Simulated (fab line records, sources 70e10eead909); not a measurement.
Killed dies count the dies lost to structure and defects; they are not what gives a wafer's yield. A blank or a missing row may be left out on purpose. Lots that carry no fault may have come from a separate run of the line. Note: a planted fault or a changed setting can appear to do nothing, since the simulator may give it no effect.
fab line records	flow nand-harc
record lots=14	wafers=42	last-day=34
route steps=1302 shown A_STAIRCASE@885 A_SGD_CUT@899
lots with no fault: from the same line, run without faults
start-h: start of the lot's first displayed wafer, in hours after the record's first day	wait-h: hours elapsed since this lot's preceding step	" unchanged from the row above	L1.1+2: a row that stands for several wafers	- no value, or no start given	* or withheld: withheld	< > ~ a bound
route shown NAME@n: names a module that has steps shown in the file, with the first one's number in the route	usual: average and standard deviation across the fault-free wafers	same: alike in all rows	chamber/n: place in a boat	sites: each site's reading	_std_site: their standard deviation	_edge_site: mean of outer sites minus mean of inner sites	radius-mm: how far each site lies from the wafer's centre	mask NAME#n: copy n	behind: tool/chamber where the wafer was last shaped	hold: what put the lot on hold/how long, in hours/how the hold closed	device: whichever transistor did not switch (one of n, p or np)	end of line: tests run on the same wafers once the route is complete	step lacking rows: just its recipe	killed: the dies lost at the first sort to structure and to defects; this is not the yield of the wafer	map: dies across one wafer; x = killed, . = not, _ = none there
set.NAME: the setting that was run; set.NAME@STEP: the one run at that earlier step	model.NAME: the simulator's own value behind a step, which no gauge read
route steps across a sampled set of lots; one table per step, one row per wafer
services: the hour from which a tool's chamber was out of use, counted from the record's first day as start-h (under 0 if before that day), plus the number of hours and why
## steps
# step NHARC_A_STAIRCASE_DEP_471
# recipe target-thk-a=1000	temp-c=400	pressure-torr=6.5	rf-w=900	teos-flow-sccm=161.4	flow-sccm=2650	target-thk-nm=100	gas=O2	material=SiO2
# usual heater-power-outer-w=332/52	heater-power-w=604/68	showerhead-vpp-V=1791/60	throttle-valve-pct=15.9/0.48
lot.wafer	tool	chamber	start-h	wait-h	heater-power-outer-w	heater-power-w	showerhead-vpp-V	since-wet-clean-h	throttle-valve-pct
L723.1	pecvd-03	0	442.84	-	321	575	1738	64	16.1
L723.2	"	2	"	"	432	718	1907	64	16.1
L723.4	"	0	"	"	317	589	1726	-	16.1
L724.3	pecvd-01	2	442.87	0.1	403	741	1800	119	15.4
L724.6	"	0	"	"	261	542	1677	-	16.0
L724.5	"	2	"	"	412	720	1831	-	15.6
L725.1	pecvd-03	0	461.58	-	335	602	1774	82	16.1
L725.2	"	1	"	"	402	665	1792	82	15.9
L725.3	"	2	"	"	353	630	1927	82	16.0
L726.1	pecvd-03	2	474.58	-	373	650	1919	95	16.4
L726.4	"	0	"	"	296	554	1746	-	15.9
L726.5	"	1	"	"	430	684	1782	-	15.8
L727.4	pecvd-01	1	491.87	-	370	644	1869	-	15.8
L727.6	"	2	"	"	343	673	1809	-	15.6
L727.5	"	0	"	"	317	635	1694	-	16.0
L728.1	pecvd-03	0	491.91	-	351	612	1736	113	16.0
L728.2	"	2	"	"	349	627	1906	113	16.3
L728.4	"	2	"	"	349	634	1902	-	16.2
L729.3	pecvd-03	0	503.77	-	253	497	1721	125	16.2
L729.2	"	2	"	"	432	740	1900	125	16.4
L729.6	"	0	"	"	259	505	1730	-	15.9
L730.2	pecvd-04	1	504.24	-	331	594	1765	41	15.4
L730.6	"	2	"	"	353	647	1769	-	16.9
L730.5	"	1	"	"	334	599	1782	-	15.1
L733.3	pecvd-03	2	531.96	-	365	611	1911	153	16.3
L733.2	"	0	"	"	317	576	1738	153	16.1
L733.4	"	0	"	"	326	588	1744	-	16.2
L735.3	pecvd-01	0	564.27	-	228	504	1697	59	15.8
L735.2	"	1	"	"	357	625	1826	59	15.5
L735.4	"	0	"	"	241	499	1702	-	16.0
L741.3	pecvd-03	2	625.73	-	345	599	1922	66	16.5
L741.1	"	0	"	"	383	643	1731	66	16.2
L741.5	"	0	"	"	377	664	1743	-	16.0
L744.3	pecvd-04	1	654.45	-	358	646	1761	10	15.4
L744.5	"	0	"	"	267	506	1787	-	15.4
L744.4	"	1	"	"	356	650	1724	-	15.3
L743.1	pecvd-01	1	654.68	-	357	603	1842	150	15.5
L743.5	"	0	"	"	245	522	1720	-	15.8
L743.4	"	1	"	"	358	611	1849	-	15.8
L745.1	pecvd-04	1	663.57	-	308	604	1760	19	15.2
L745.4	"	2	"	"	311	591	1739	-	16.5
L745.5	"	0	"	"	246	462	1821	-	15.5
# step NHARC_A_STAIRCASE_CMP_472
# recipe material=SiO2
# usual motor-current-A=12.0/0.8	pad-life-wafers=180/120
lot.wafer	tool	chamber	start-h	wait-h	motor-current-A	pad-life-wafers
L724.3	cmp-02	3	443.09	0.2	12.4	30
L724.5	"	3	"	"	12.1	-
L724.6	"	0	"	"	11.0	-
L723.2	cmp-01	1	443.14	0.2	11.6	205
L723.1	"	2	"	"	11.8	206
L723.4	"	3	"	"	11.3	207
L725.1	cmp-03	3	461.85	0.2	12.6	6
L725.3	"	0	"	"	11.3	7
L725.2	"	2	"	"	11.2	9
L726.4	cmp-01	0	474.80	0.2	13.6	330
L726.1	"	3	"	"	11.2	333
L726.5	"	1	"	"	12.2	-
L727.4	cmp-03	1	492.13	0.2	12.8	141
L727.5	"	2	"	"	11.4	-
L727.6	"	3	"	"	13.5	-
L728.1	cmp-02	3	492.19	0.2	13.0	240
L728.2	"	0	"	"	10.9	241
L728.4	"	2	"	"	12.3	243
L729.2	cmp-03	0	504.07	0.2	11.7	211
L729.3	"	2	"	"	10.7	213
L729.6	"	0	"	"	11.2	-
L730.2	cmp-01	2	504.45	0.2	11.8	90
L730.5	"	2	"	"	12.4	-
L730.6	"	3	"	"	11.6	-
L733.4	cmp-03	3	532.26	0.2	13.5	343
L733.2	"	0	"	"	10.8	344
L733.3	"	1	"	"	13.2	345
L735.3	cmp-02	0	564.51	0.2	11.6	126
L735.4	"	1	"	"	12.0	127
L735.2	"	3	"	"	12.1	129
L741.3	cmp-01	0	626.00	0.2	12.5	187
L741.1	"	1	"	"	11.3	188
L741.5	"	0	"	"	13.1	-
L744.4	cmp-01	0	654.70	0.1	12.4	294
L744.3	"	1	"	"	12.2	295
L744.5	"	0	"	"	12.5	-
L743.1	cmp-02	2	654.90	0.2	12.6	108
L743.4	"	1	"	"	11.7	111
L743.5	"	3	"	"	12.2	-
L745.1	cmp-03	2	663.87	0.3	10.7	37
L745.4	"	3	"	"	13.8	38
L745.5	"	1	"	"	12.8	-
# step NHARC_A_SGD_CUT_PEB_07
# recipe peb-temp-c=100	peb-time-s=65
# usual chill-plate-temp-C=23.01/0.1	exhaust-pa=45.0/0.88
lot.wafer	tool	chamber	start-h	wait-h	chill-plate-temp-C	exhaust-pa
L724.3	litho-track-04	0	444.14	0.0	23.04	44.1
L724.5	"	0	"	"	22.95	43.4
L724.6	"	0	"	"	22.85	44.3
L723.1	litho-track-06	0	444.29	0.1	22.99	46.4
L723.2	"	0	"	"	23.09	46.7
L723.4	"	0	"	"	22.96	45.7
L725.1	litho-track-06	0	462.94	0.1	23.11	43.9
L725.2	"	0	"	"	23.14	45.0
L725.3	"	0	"	"	23.11	44.9
L726.1	litho-track-01	0	475.85	0.1	22.95	43.5
L726.4	"	0	"	"	22.85	45.5
L726.5	"	0	"	"	22.95	45.1
L727.4	litho-track-01	0	493.11	0.0	22.83	46.1
L727.5	"	0	"	"	22.86	45.7
L727.6	"	0	"	"	23.09	45.0
L728.1	litho-track-06	0	493.26	0.1	22.91	44.3
L728.2	"	0	"	"	22.88	43.9
L728.4	"	0	"	"	23.05	44.1
L729.2	litho-track-06	0	505.11	0.1	22.93	44.3
L729.3	"	0	"	"	22.94	45.4
L729.6	"	0	"	"	22.98	44.6
L730.2	litho-track-06	0	505.51	0.1	23.12	45.4
L730.5	"	0	"	"	23.07	45.0
L730.6	"	0	"	"	23.12	45.8
L733.2	litho-track-01	-	533.29	0.1	-	-
L733.3	"	-	"	"	-	-
L733.4	"	-	"	"	-	-
L735.2	litho-track-04	-	565.57	0.1	-	-
L735.3	"	-	"	"	-	-
L735.4	"	-	"	"	-	-
L741.1	litho-track-04	0	627.04	0.1	23.19	43.8
L741.3	"	0	"	"	22.92	44.6
L741.5	"	0	"	"	23.13	44.1
L744.3	litho-track-04	0	655.64	0.0	23.03	44.4
L744.4	"	0	"	"	23.11	43.9
L744.5	"	0	"	"	23.06	43.9
L743.1	litho-track-06	0	655.95	0.1	22.86	45.4
L743.4	"	0	"	"	22.87	44.6
L743.5	"	0	"	"	22.93	45.0
L745.1	litho-track-01	0	664.89	0.1	23.08	44.5
L745.4	"	0	"	"	22.96	44.6
L745.5	"	0	"	"	23.10	44.9
# step NHARC_A_SGD_CUT_STRIP_17
# recipe o2-flow-sccm=500	ar-flow-sccm=0	bias-w=0	chemistry=O2
# usual drypump-motor-current-A=5.8/0.51	oes-product-au=1.001/0.0077	rf-vpp-V=57.7/0.92	showerhead-plenum-p-Torr=3.49/0.14	throttle-valve-pct=17.037/0.0094
lot.wafer	tool	chamber	start-h	wait-h	drypump-motor-current-A	oes-product-au	rf-hours-counter-h	rf-vpp-V	showerhead-plenum-p-Torr	throttle-valve-pct
L724.3	rie-diel-08	1	-	-	6.8	1.015	3	57.6	3.35	17.036
L724.5	"	3	"	"	5.6	0.991	-	57.9	3.72	17.033
L724.6	"	0	"	"	6.4	0.998	-	56.6	3.35	17.015
L723.4	rie-diel-07	0	-	-	5.3	1.008	12	58.0	3.48	17.033
L723.2	"	1	"	"	5.8	1.011	13	58.3	3.58	17.045
L723.1	"	2	"	"	5.1	1.006	13	56.3	3.46	17.041
L725.3	rie-diel-08	1	-	-	6.8	1.004	4	55.6	3.35	17.030
L725.2	"	2	"	"	5.7	1.004	5	58.6	3.46	17.030
L725.1	"	3	"	"	5.6	0.985	4	59.0	3.72	17.056
L726.1	rie-diel-03	2	-	-	5.3	0.994	1	56.7	3.47	17.044
L726.4	"	3	"	"	5.5	1.009	0	57.6	3.41	17.022
L726.5	"	0	"	"	6.3	1.009	-	56.7	3.34	17.029
L727.4	rie-diel-08	3	-	-	5.6	0.982	6	56.4	3.72	17.028
L727.5	"	1	"	"	6.8	0.988	-	55.2	3.35	17.023
L727.6	"	2	"	"	5.6	1.001	-	58.2	3.46	17.034
L728.4	rie-diel-03	1	-	-	6.1	1.006	2	59.2	3.74	17.031
L728.2	"	3	"	"	5.4	1.013	2	58.8	3.41	17.046
L728.1	"	0	"	"	6.3	0.998	2	56.7	3.34	17.033
L729.2	rie-diel-07	1	-	-	5.9	0.991	2	57.7	3.58	17.027
L729.3	"	0	"	"	5.3	1.008	2	56.2	3.48	17.048
L729.6	"	1	"	"	5.9	1.001	-	57.2	3.58	17.041
L730.2	rie-diel-03	1	-	-	6.1	1.000	3	57.2	3.74	17.015
L730.6	"	1	"	"	6.1	1.006	-	58.8	3.74	17.035
L730.5	"	2	"	"	5.3	0.996	-	56.6	3.47	17.042
L733.3	rie-diel-07	1	-	-	5.8	1.001	5	58.0	3.58	17.044
L733.2	"	2	"	"	5.1	0.994	5	56.8	3.46	17.042
L733.4	"	2	"	"	5.1	0.998	-	58.6	3.46	17.035
L735.2	rie-diel-03	3	567.02	0.1	5.5	1.011	8	58.0	3.41	17.041
L735.3	"	3	"	"	5.4	1.004	-	58.0	3.41	17.046
L735.4	"	2	"	"	5.3	0.985	-	58.0	3.46	17.044
L741.1	rie-diel-03	1	-	-	6.1	1.007	12	57.9	3.74	17.019
L741.3	"	3	"	"	5.5	1.010	13	57.1	3.40	17.042
L741.5	"	1	"	"	6.1	1.002	-	59.3	3.74	17.029
L744.4	rie-diel-03	1	-	-	6.1	1.005	1	60.1	3.74	17.037
L744.3	"	3	"	"	5.4	0.998	1	58.1	3.40	17.035
L744.5	"	1	"	"	6.1	1.016	-	58.1	3.74	17.043
L743.4	rie-diel-08	1	-	-	6.8	0.994	5	57.2	3.35	17.040
L743.1	"	2	"	"	5.6	0.997	6	59.5	3.45	17.051
L743.5	"	2	"	"	5.6	0.994	-	58.3	3.45	17.041
L745.1	rie-diel-03	2	-	-	5.3	1.006	1	58.5	3.46	17.035
L745.4	"	0	"	"	6.3	1.004	2	59.7	3.33	17.042
L745.5	"	3	"	"	5.4	1.014	-	58.2	3.40	17.036
## services
tool	chamber	start-h	hours	kind
cmp-02	-	428.59	4.0	pm
cmp-03	-	456.06	4.0	pm
rie-diel-08	-	456.37	0.8	repair
rie-diel-03	-	458.34	9.0	pm
cmp-01	-	479.62	4.0	pm
pecvd-01	-	492.00	13.0	pm
litho-track-01	-	505.01	7.0	pm
cmp-02	-	508.99	5.0	repair
cmp-02	-	526.59	4.0	pm
litho-track-06	-	529.00	7.0	pm
cmp-02	-	533.52	2.0	repair
rie-diel-03	0	544.35	56.4	repair
rie-diel-08	-	544.80	9.0	pm
pecvd-03	-	547.19	13.0	pm
cmp-03	-	554.10	4.0	pm
rie-diel-03	1	557.67	12.7	repair
cmp-01	-	577.62	4.0	pm
pecvd-03	2	585.82	4.0	repair
pecvd-03	0	603.76	3.6	repair
rie-diel-03	3	608.23	2.0	repair
rie-diel-03	-	635.34	9.0	pm
cmp-03	-	649.12	0.9	repair
cmp-03	-	652.20	4.0	pm
cmp-01	-	664.52	0.4	repair
## key
first-sign step=NHARC_A_SGD_CUT_PEB_07	reading=tool-record	direction=missing
effect none on later readings
met-at NHARC_A_SGD_CUT_PEB_07
struck-lots L733,L735
later-rows-left-out L733.2,L733.3,L733.4,L735.2,L735.3,L735.4
sort-left-out L733.2,L733.3,L733.4,L735.2,L735.3,L735.4
tester-left-out L733,L735
not-acting-at NHARC_A_STAIRCASE_DEP_471,NHARC_A_STAIRCASE_CMP_472,NHARC_A_SGD_CUT_STRIP_17
onset-between 493.11 533.29
fault kind=skipped-step-whole	tool=litho-track-01,litho-track-04	chamber=-	onset-h=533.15	steps=NHARC_A_SGD_CUT_PEB_07	scope=struck-lots-only
# tester-left-out: of these lots the tester's yield and bins aren't shown, on N5 and GAA mostly nor the transistor test; their killed dies are dies lost to structure and defects alone, not to doping, threshold or leakage, so they don't give the yield
# sort-left-out: the simulated sort isn't trusted on such a fault, so these wafers' sort isn't shown, and their yield isn't known
# later-rows-left-out: the simulator's readings of these wafers behind a module that went badly wrong aren't trusted and aren't shown, but for the sort
